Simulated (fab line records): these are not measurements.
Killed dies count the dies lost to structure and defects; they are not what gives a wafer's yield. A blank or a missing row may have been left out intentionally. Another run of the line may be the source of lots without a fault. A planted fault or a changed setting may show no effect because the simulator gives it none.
fab line records + flow n5-finfet
record
- lots=6
- wafers=18
- last-day=17
route steps=1938 shown BEOL_M13@1682
lots with no fault: from the same line, run without faults
start-h: hours from the record's opening day to when the first of the lot's shown wafers began + wait-h: how many hours have passed since the lot's step before this one + " identical to the entry in the row above + L1.1+2: a row that stands for several wafers + - either no value or no given start + * or withheld: withheld + < > ~ a bound
route shown NAME@n: NAME is a module with steps in the file, n the number in the route of the first one + usual: mean/standard deviation of fault-free wafers + same: alike in all rows + chamber/n: place in a boat + sites: per-site readings + _std_site: standard deviation across them + _edge_site: mean of outer sites minus mean of inner sites + radius-mm: how far each site lies from the wafer's centre + mask NAME#n: copy n + behind: tool/chamber where the wafer was last shaped + hold: the reason the lot was held/the length of the hold in hours/how it ended + device: names the non-switching transistor (n, p or np) + end of line: at the end of the route, the tests of the same wafers + where a step has no rows: the recipe by itself + killed: dies lost to structure and defects at the first sort, not the wafer's yield + map: per-die view of a wafer (x killed, . not killed, _ where there is no die)
set.NAME: the run value of the setting; set.NAME@STEP: its run value at that earlier step + model.NAME: the simulator's own value behind a step, which no gauge read
lots seen at some steps along the route; tables by step, rows by wafer
services: a tool's chamber out of use, with start hour (start-h, from the record's first day; less than 0 if before it), hours out, and reason
## steps
# step N5_BEOL_M13_COAT_22
# recipe
- spin-rpm=2888
- resist-thk-nm=300
# step N5_BEOL_M13_EBR_24
# recipe
- solvent=PGMEA
- ebr-width-mm=1.5
# step N5_BEOL_M13_SOFTBAKE_23
# recipe
- temp-c=130
- time-s=60
# step N5_BEOL_M13_EXPOSE_25
# recipe
- mask-id=M13
- na=0.93
- source-shape=conventional
- sigma-outer=0.4
- polarization=unpolarized
- target-cd-nm=210
- dose-mj=22
# step N5_BEOL_M13_PEB_26
# recipe
- peb-temp-c=130
- peb-time-s=90
# step N5_BEOL_M13_DEVELOP_27
# recipe
- develop-time-s=45
- rinse-liquid=diw
- dry=air-spin
- dev-temp-c=21
# step N5_BEOL_M13_HARDBAKE_32
# recipe
- temp-c=130
- time-s=120
# step N5_BEOL_M13_CD_MEAS_28
# recipe
- target-cd-nm=209.5
- landing-energy-ev=500
- detector=se-inlens
# usual
- cd-nm=209.6/1.1
| lot.wafer | tool      | chamber | start-h | wait-h | cd-nm |
|-----------|-----------|---------|---------|--------|-------|
| L662.1    | cd-sem-03 | 0       | 285.76  | -      | 211.3 |
| L662.2    | "         | 0       | "       | "      | 209.9 |
| L662.5    | "         | 0       | "       | "      | 212.0 |
| L661.1    | cd-sem-02 | 0       | 287.74  | -      | 209.5 |
| L661.2    | "         | 0       | "       | "      | 209.7 |
| L661.5    | "         | 0       | "       | "      | 208.8 |
| L663.1    | cd-sem-02 | 0       | 306.84  | -      | 208.9 |
| L663.3    | "         | 0       | "       | "      | 207.6 |
| L663.4    | "         | 0       | "       | "      | 207.6 |
| L664.2    | cd-sem-02 | 0       | 311.34  | -      | 208.8 |
| L664.4    | "         | 0       | "       | "      | 208.3 |
| L664.6    | "         | 0       | "       | "      | 209.9 |
| L666.4    | cd-sem-03 | 0       | 311.76  | -      | 209.6 |
| L666.5    | "         | 0       | "       | "      | 209.5 |
| L666.6    | "         | 0       | "       | "      | 207.8 |
| L656.1    | cd-sem-01 | 0       | 382.33  | -      | 210.1 |
| L656.4    | "         | 0       | "       | "      | 208.9 |
| L656.6    | "         | 0       | "       | "      | 210.1 |
# step N5_BEOL_M13_OVL_MEAS_29
# recipe
- points-per-wafer=44
# usual
- M13_OVL=-3/4.9
| lot.wafer | tool       | chamber | start-h | wait-h | M13_OVL[nm] |
|-----------|------------|---------|---------|--------|-------------|
| L662.1    | overlay-02 | 0       | 285.79  | 0.0    | -7          |
| L662.2    | "          | 0       | "       | "      | -2          |
| L662.5    | "          | 0       | "       | "      | -8          |
| L661.1    | overlay-02 | 0       | 287.77  | 0.0    | -6          |
| L661.2    | "          | 0       | "       | "      | -8          |
| L661.5    | "          | 0       | "       | "      | -2          |
| L663.1    | overlay-01 | 0       | 306.87  | 0.0    | -7          |
| L663.3    | "          | 0       | "       | "      | -5          |
| L663.4    | "          | 0       | "       | "      | -4          |
| L664.2    | overlay-01 | 0       | 311.37  | 0.0    | -1          |
| L664.4    | "          | 0       | "       | "      | 6           |
| L664.6    | "          | 0       | "       | "      | 0           |
| L666.4    | overlay-01 | 0       | 311.79  | 0.0    | -2          |
| L666.5    | "          | 0       | "       | "      | -5          |
| L666.6    | "          | 0       | "       | "      | 2           |
| L656.1    | overlay-02 | 0       | 382.36  | 0.0    | -3          |
| L656.4    | "          | 0       | "       | "      | -11         |
| L656.6    | "          | 0       | "       | "      | 1           |
# step N5_BEOL_M13_INSPECT_30
# recipe
- mode=adi
- inspect-instrument=macro
# usual
- raw-defect-count=2.1/1.6
| lot.wafer | tool              | chamber | start-h | wait-h | raw-defect-count |
|-----------|-------------------|---------|---------|--------|------------------|
| L662.1    | defect-inspect-01 | -       | 285.81  | 0.0    | 1                |
| L662.2    | "                 | -       | "       | "      | 3                |
| L662.5    | "                 | -       | "       | "      | 4                |
| L661.1    | defect-inspect-01 | -       | 287.79  | 0.0    | 4                |
| L661.2    | "                 | -       | "       | "      | 2                |
| L661.5    | "                 | -       | "       | "      | 3                |
| L663.1    | defect-inspect-01 | -       | 306.90  | 0.0    | 3                |
| L663.3    | "                 | -       | "       | "      | 2                |
| L663.4    | "                 | -       | "       | "      | 5                |
| L664.2    | defect-inspect-01 | -       | 311.39  | 0.0    | 3                |
| L664.4    | "                 | -       | "       | "      | 0                |
| L664.6    | "                 | -       | "       | "      | 2                |
| L666.4    | defect-inspect-01 | -       | 311.82  | 0.0    | 4                |
| L666.5    | "                 | -       | "       | "      | 0                |
| L666.6    | "                 | -       | "       | "      | 0                |
| L656.1    | defect-inspect-01 | -       | 382.38  | 0.0    | 0                |
| L656.4    | "                 | -       | "       | "      | 3                |
| L656.6    | "                 | -       | "       | "      | 1                |
# step N5_BEOL_M13_DESCUM_33
# recipe
- chemistry=O2
- time-s=7.9
- source-power-w=50
- bias-power-w=20
- pressure-mtorr=20
- rf-frequency-hz=2.712e+07
- temp-c=40
- o2-flow-sccm=225
# usual
- drypump-motor-current-A=5.5/0.38
- oes-product-au=0.78/0.074
- rf-vpp-V=243.6/1.2
- showerhead-plenum-p-Torr=2.12/0.064
- throttle-valve-pct=20.55/0.15
| lot.wafer | tool        | chamber | start-h | wait-h | drypump-motor-current-A | oes-product-au | rf-hours-counter-h | rf-vpp-V | showerhead-plenum-p-Torr | throttle-valve-pct |
|-----------|-------------|---------|---------|--------|-------------------------|----------------|--------------------|----------|--------------------------|--------------------|
| L662.1    | rie-diel-04 | 2       | 285.94  | 0.1    | 5.0                     | 0.87           | 39                 | 243.2    | 2.13                     | 20.53              |
| L662.2    | "           | 0       | "       | "      | 5.5                     | 0.70           | 223                | 243.9    | 2.18                     | 20.43              |
| L662.5    | "           | 2       | "       | "      | 5.0                     | 0.86           | -                  | 243.7    | 2.13                     | 20.51              |
| L661.1    | rie-diel-04 | 2       | 288.12  | 0.3    | 5.0                     | 0.86           | 40                 | 243.1    | 2.12                     | 20.52              |
| L661.2    | "           | 3       | "       | "      | 5.4                     | 0.95           | 6                  | 242.5    | 2.04                     | 20.36              |
| L661.5    | "           | 2       | "       | "      | 5.0                     | 0.85           | -                  | 243.2    | 2.12                     | 20.53              |
| L663.1    | rie-diel-04 | 0       | 306.99  | 0.1    | 5.5                     | 0.70           | 229                | 244.4    | 2.18                     | 20.45              |
| L663.3    | "           | 2       | "       | "      | 4.9                     | 0.85           | 46                 | 244.2    | 2.12                     | 20.52              |
| L663.4    | "           | 3       | "       | "      | 5.4                     | 0.94           | 11                 | 241.6    | 2.04                     | 20.36              |
| L664.2    | rie-diel-05 | 0       | 311.43  | 0.0    | 5.0                     | 0.91           | 30                 | 243.8    | 2.14                     | 20.74              |
| L664.4    | "           | 2       | "       | "      | 5.7                     | 0.71           | 195                | 242.7    | 2.00                     | 20.76              |
| L664.6    | "           | 2       | "       | "      | 5.7                     | 0.72           | -                  | 241.2    | 2.00                     | 20.78              |
| L666.4    | rie-diel-04 | 0       | 311.85  | 0.0    | 5.5                     | 0.70           | 231                | 243.3    | 2.18                     | 20.44              |
| L666.5    | "           | 1       | "       | "      | 5.0                     | 0.72           | -                  | 244.3    | 2.18                     | 20.61              |
| L666.6    | "           | 0       | "       | "      | 5.4                     | 0.71           | -                  | 244.0    | 2.18                     | 20.44              |
| L656.1    | rie-diel-05 | 2       | 382.42  | 0.0    | 5.7                     | 0.70           | 217                | 241.6    | 1.99                     | 20.80              |
| L656.4    | "           | 0       | "       | "      | 4.9                     | 0.86           | 50                 | 243.8    | 2.13                     | 20.80              |
| L656.6    | "           | 1       | "       | "      | 6.2                     | 0.75           | -                  | 244.5    | 2.08                     | 20.53              |
# step N5_BEOL_M13_ETCH_67
# recipe
- chemistry=CF4
- target=SiARC
- target-depth-a=1430
- time-s=238.3
- ion-energy-ev=80
- pressure-mtorr=40
- source-w=545
- bias-w=36
- Ar_flow_sccm=100
- cf4-flow-sccm=100
- ends=cleared
# usual
- drypump-motor-current-A=5.5/0.38
- etch-rf-on-time-s=239/6.4
- oes-product-au=0.67/0.065
- rf-vpp-V=184.4/1
- showerhead-plenum-p-Torr=2.17/0.065
- throttle-valve-pct=15.74/0.12
| lot.wafer | tool        | chamber | start-h | wait-h | drypump-motor-current-A | etch-rf-on-time-s | oes-product-au | rf-hours-counter-h | rf-vpp-V | showerhead-plenum-p-Torr | throttle-valve-pct |
|-----------|-------------|---------|---------|--------|-------------------------|-------------------|----------------|--------------------|----------|--------------------------|--------------------|
| L662.1    | rie-diel-04 | 2       | 285.98  | 0.0    | 5.0                     | 236               | 0.73           | 39                 | 184.2    | 2.19                     | 15.72              |
| L662.2    | "           | 0       | "       | "      | 5.5                     | 241               | 0.60           | 223                | 183.6    | 2.22                     | 15.62              |
| L662.5    | "           | 2       | "       | "      | 5.0                     | 236               | 0.74           | -                  | 185.3    | 2.19                     | 15.72              |
| L661.1    | rie-diel-04 | 2       | 288.16  | 0.0    | 5.0                     | 232               | 0.74           | 40                 | 185.4    | 2.19                     | 15.71              |
| L661.2    | "           | 3       | "       | "      | 5.4                     | 236               | 0.82           | 6                  | 183.6    | 2.10                     | 15.53              |
| L661.5    | "           | 2       | "       | "      | 5.0                     | 233               | 0.74           | -                  | 183.7    | 2.19                     | 15.72              |
| L663.1    | rie-diel-04 | 0       | 307.02  | 0.0    | 5.5                     | 238               | 0.60           | 229                | 186.5    | 2.21                     | 15.63              |
| L663.3    | "           | 2       | "       | "      | 5.0                     | 232               | 0.73           | 46                 | 185.2    | 2.18                     | 15.73              |
| L663.4    | "           | 3       | "       | "      | 5.4                     | 238               | 0.79           | 11                 | 183.3    | 2.10                     | 15.54              |
| L664.2    | rie-diel-05 | 0       | 311.46  | 0.0    | 5.0                     | 236               | 0.76           | 30                 | 185.4    | 2.18                     | 15.75              |
| L664.4    | "           | 2       | "       | "      | 5.7                     | 235               | 0.62           | 195                | 184.6    | 2.03                     | 15.86              |
| L664.6    | "           | 2       | "       | "      | 5.7                     | 237               | 0.61           | -                  | 184.4    | 2.03                     | 15.84              |
| L666.4    | rie-diel-04 | 0       | 311.88  | 0.0    | 5.5                     | 238               | 0.61           | 231                | 184.1    | 2.21                     | 15.62              |
| L666.5    | "           | 1       | "       | "      | 5.0                     | 254               | 0.60           | -                  | 186.8    | 2.23                     | 15.78              |
| L666.6    | "           | 0       | "       | "      | 5.5                     | 238               | 0.61           | -                  | 185.8    | 2.21                     | 15.62              |
| L656.1    | rie-diel-05 | 2       | 382.45  | 0.0    | 5.7                     | 236               | 0.60           | 217                | 182.8    | 2.02                     | 15.90              |
| L656.4    | "           | 0       | "       | "      | 4.9                     | 237               | 0.73           | 50                 | 185.3    | 2.18                     | 15.78              |
| L656.6    | "           | 1       | "       | "      | 6.2                     | 237               | 0.65           | -                  | 184.8    | 2.14                     | 15.76              |
# step N5_BEOL_M13_ETCH_68
# recipe
- chemistry=N2/H2
- target=SOC
- mask-material=SiARC
- source-w=3000
- bias-w=350
- temp-c=40
- time-s=355
- ion-energy-ev=200
- pressure-mtorr=30
- n2-flow-sccm=200
- h2-flow-sccm=200
# usual
- drypump-motor-current-A=5.5/0.38
- oes-product-au=0.78/0.074
- rf-vpp-V=524.8/2.3
- showerhead-plenum-p-Torr=2.58/0.077
- throttle-valve-pct=17.91/0.18
| lot.wafer | tool        | chamber | start-h | wait-h | drypump-motor-current-A | oes-product-au | rf-hours-counter-h | rf-vpp-V | showerhead-plenum-p-Torr | throttle-valve-pct | model.SiARC_of_BEOL_M13_COAT_66.thk-nm |
|-----------|-------------|---------|---------|--------|-------------------------|----------------|--------------------|----------|--------------------------|--------------------|----------------------------------------|
| L662.1    | rie-diel-04 | 2       | 286.12  | 0.1    | 5.0                     | 0.88           | 40                 | 525.1    | 2.58                     | 17.79              | 76.8                                   |
| L662.2    | "           | 0       | "       | "      | 5.5                     | 0.71           | 223                | 527.4    | 2.63                     | 17.69              | 78.2                                   |
| L662.5    | "           | 2       | "       | "      | 5.0                     | 0.86           | -                  | 526.2    | 2.58                     | 17.79              | 77.2                                   |
| L661.1    | rie-diel-04 | 2       | 288.31  | 0.1    | 5.0                     | 0.87           | 41                 | 524.4    | 2.58                     | 17.79              | 76.8                                   |
| L661.2    | "           | 3       | "       | "      | 5.4                     | 0.95           | 6                  | 521.8    | 2.51                     | 17.80              | 77.6                                   |
| L661.5    | "           | 2       | "       | "      | 5.0                     | 0.87           | -                  | 525.7    | 2.58                     | 17.80              | 76.6                                   |
| L663.1    | rie-diel-04 | 0       | 307.17  | 0.1    | 5.5                     | 0.65           | 230                | 525.7    | 2.62                     | 17.68              | 81.2                                   |
| L663.3    | "           | 2       | "       | "      | 5.0                     | 0.86           | 46                 | 525.9    | 2.58                     | 17.79              | 76                                     |
| L663.4    | "           | 3       | "       | "      | 5.4                     | 0.93           | 11                 | 522.0    | 2.51                     | 17.83              | 76.8                                   |
| L664.2    | rie-diel-05 | 0       | 311.61  | 0.1    | 5.0                     | 0.89           | 30                 | 526.4    | 2.62                     | 18.25              | 76.4                                   |
| L664.4    | "           | 2       | "       | "      | 5.7                     | 0.72           | 195                | 520.0    | 2.41                     | 18.01              | 77.4                                   |
| L664.6    | "           | 2       | "       | "      | 5.7                     | 0.71           | -                  | 520.0    | 2.41                     | 18.02              | 77.6                                   |
| L666.4    | rie-diel-04 | 0       | 312.03  | 0.1    | 5.5                     | 0.65           | 231                | 526.9    | 2.62                     | 17.69              | 81.6                                   |
| L666.5    | "           | 1       | "       | "      | 5.0                     | 0.72           | -                  | 526.1    | 2.62                     | 17.83              | 78.2                                   |
| L666.6    | "           | 0       | "       | "      | 5.5                     | 0.64           | -                  | 525.3    | 2.62                     | 17.69              | 82                                     |
| L656.1    | rie-diel-05 | 2       | 382.60  | 0.1    | 5.6                     | 0.70           | 217                | 520.6    | 2.40                     | 18.06              | 76.8                                   |
| L656.4    | "           | 0       | "       | "      | 5.0                     | 0.87           | 50                 | 523.1    | 2.61                     | 18.29              | 75.6                                   |
| L656.6    | "           | 1       | "       | "      | 6.1                     | 0.76           | -                  | 524.4    | 2.56                     | 18.19              | 76.8                                   |
# step N5_BEOL_M13_STRIP_69
# recipe
- chemistry=N2/H2
- temp-c=40
- n2-flow-sccm=200
- h2-flow-sccm=200
- rf-frequency-hz=6e+07
# step N5_BEOL_M13_TRENCH_ETCH_34
# recipe
- chemistry=C4F8/O2/Ar
- target=SiOC
- target-depth-a=4134.7
- mask-material=SOC
- pressure-mtorr=30
- source-w=3000
- bias-w=700
- Ar_flow_sccm=400
- C4F8_flow_sccm=15
- O2_flow_sccm=8
- he-inner-torr=15
- he-outer-torr=30
- time-s=162.6
- ion-energy-ev=250
# usual
- drypump-motor-current-A=5.5/0.38
- he-outer-torr=30.01/0.066
- oes-product-au=0.78/0.074
- rf-vpp-V=666.6/2.7
- showerhead-plenum-p-Torr=3.47/0.1
- throttle-valve-pct=24.36/0.17
| lot.wafer | tool        | chamber | start-h | wait-h | drypump-motor-current-A | he-outer-torr | oes-product-au | rf-hours-counter-h | rf-vpp-V | showerhead-plenum-p-Torr | throttle-valve-pct | model.BEOL_M13.cd-nm |
|-----------|-------------|---------|---------|--------|-------------------------|---------------|----------------|--------------------|----------|--------------------------|--------------------|----------------------|
| L662.1    | rie-diel-04 | 2       | 286.34  | 0.0    | 5.0                     | 29.96         | 0.87           | 40                 | 667.6    | 3.49                     | 24.46              | 214                  |
| L662.2    | "           | 0       | "       | "      | 5.5                     | 29.93         | 0.71           | 224                | 668.3    | 3.53                     | 24.07              | 211.8                |
| L662.5    | "           | 2       | "       | "      | 5.0                     | 29.91         | 0.87           | -                  | 665.9    | 3.49                     | 24.44              | 213.8                |
| L661.1    | rie-diel-04 | 2       | 288.53  | 0.0    | 5.0                     | 29.98         | 0.87           | 41                 | 666.1    | 3.49                     | 24.45              | 210.8                |
| L661.2    | "           | 3       | "       | "      | 5.4                     | 30.00         | 0.95           | 6                  | 663.9    | 3.34                     | 24.15              | 211.8                |
| L661.5    | "           | 2       | "       | "      | 5.0                     | 30.06         | 0.86           | -                  | 666.3    | 3.49                     | 24.46              | 209.8                |
| L663.1    | rie-diel-04 | 0       | 307.39  | 0.0    | 5.5                     | 29.92         | 0.71           | 230                | 668.1    | 3.53                     | 24.08              | 207.8                |
| L663.3    | "           | 2       | "       | "      | 5.0                     | 30.01         | 0.85           | 46                 | 665.9    | 3.49                     | 24.46              | 209.2                |
| L663.4    | "           | 3       | "       | "      | 5.4                     | 29.99         | 0.92           | 11                 | 664.8    | 3.34                     | 24.16              | 208.8                |
| L664.2    | rie-diel-05 | 0       | 311.83  | 0.0    | 5.0                     | 30.03         | 0.89           | 30                 | 667.1    | 3.50                     | 24.58              | 210                  |
| L664.4    | "           | 2       | "       | "      | 5.7                     | 30.05         | 0.71           | 196                | 660.2    | 3.23                     | 24.30              | 209.2                |
| L664.6    | "           | 2       | "       | "      | 5.7                     | 30.06         | 0.71           | -                  | 661.9    | 3.23                     | 24.31              | 210.8                |
| L666.4    | rie-diel-04 | 0       | 312.25  | 0.0    | 5.5                     | 30.04         | 0.71           | 232                | 667.2    | 3.53                     | 24.09              | 208.2                |
| L666.5    | "           | 1       | "       | "      | 5.0                     | 30.01         | 0.73           | -                  | 668.5    | 3.53                     | 24.30              | 209.4                |
| L666.6    | "           | 0       | "       | "      | 5.5                     | 30.13         | 0.70           | -                  | 668.6    | 3.53                     | 24.08              | 208                  |
| L656.1    | rie-diel-05 | 2       | 382.82  | 0.0    | 5.7                     | 29.95         | 0.70           | 217                | 660.4    | 3.22                     | 24.33              | 211.4                |
| L656.4    | "           | 0       | "       | "      | 5.0                     | 30.07         | 0.86           | 50                 | 666.6    | 3.49                     | 24.65              | 210                  |
| L656.6    | "           | 1       | "       | "      | 6.2                     | 29.98         | 0.75           | -                  | 665.0    | 3.41                     | 24.33              | 210.8                |
# step N5_BEOL_M13_STRIP_70
# recipe
- chemistry=C4F8/O2/Ar
- resist=SiARC
- rf-frequency-hz=6e+07
## services
| tool        | chamber | start-h | hours | kind                          |
|-------------|---------|---------|-------|-------------------------------|
| rie-diel-05 | 3       | 263.47  | 13.5  | repair                        |
| rie-diel-04 | 3       | 330.35  | 22.4  | repair                        |
| rie-diel-04 | 0       | 370.65  | -     | clean                         |
| rie-diel-04 | 0       | 370.65  | -     | consumable-replace:focus-ring |
| rie-diel-04 | 0       | 370.65  | 17.5  | scheduled-down                |
| rie-diel-04 | 0       | 370.65  | 17.5  | vent-cycle                    |
## key
first-sign none at tools or gauges
model-effect
- step=N5_BEOL_M13_ETCH_68
- value=SiARC_of_BEOL_M13_COAT_66.thk-nm
- without=77.13
- struck=81.6
model-effect
- step=N5_BEOL_M13_TRENCH_ETCH_34
- value=BEOL_M13.cd-nm
- without=210.4
- struck=208
met-at N5_BEOL_M13_ETCH_68
struck-wafers L663.1,L666.4,L666.6
onset-between 286.12 307.17
fault
- kind=process-parameter-drift
- tool=rie-diel-04
- chamber=0
- onset-h=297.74
- steps=N5_BEOL_M13_ETCH_68
- channel=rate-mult
- offset=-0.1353
- shape=step
- end-h=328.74
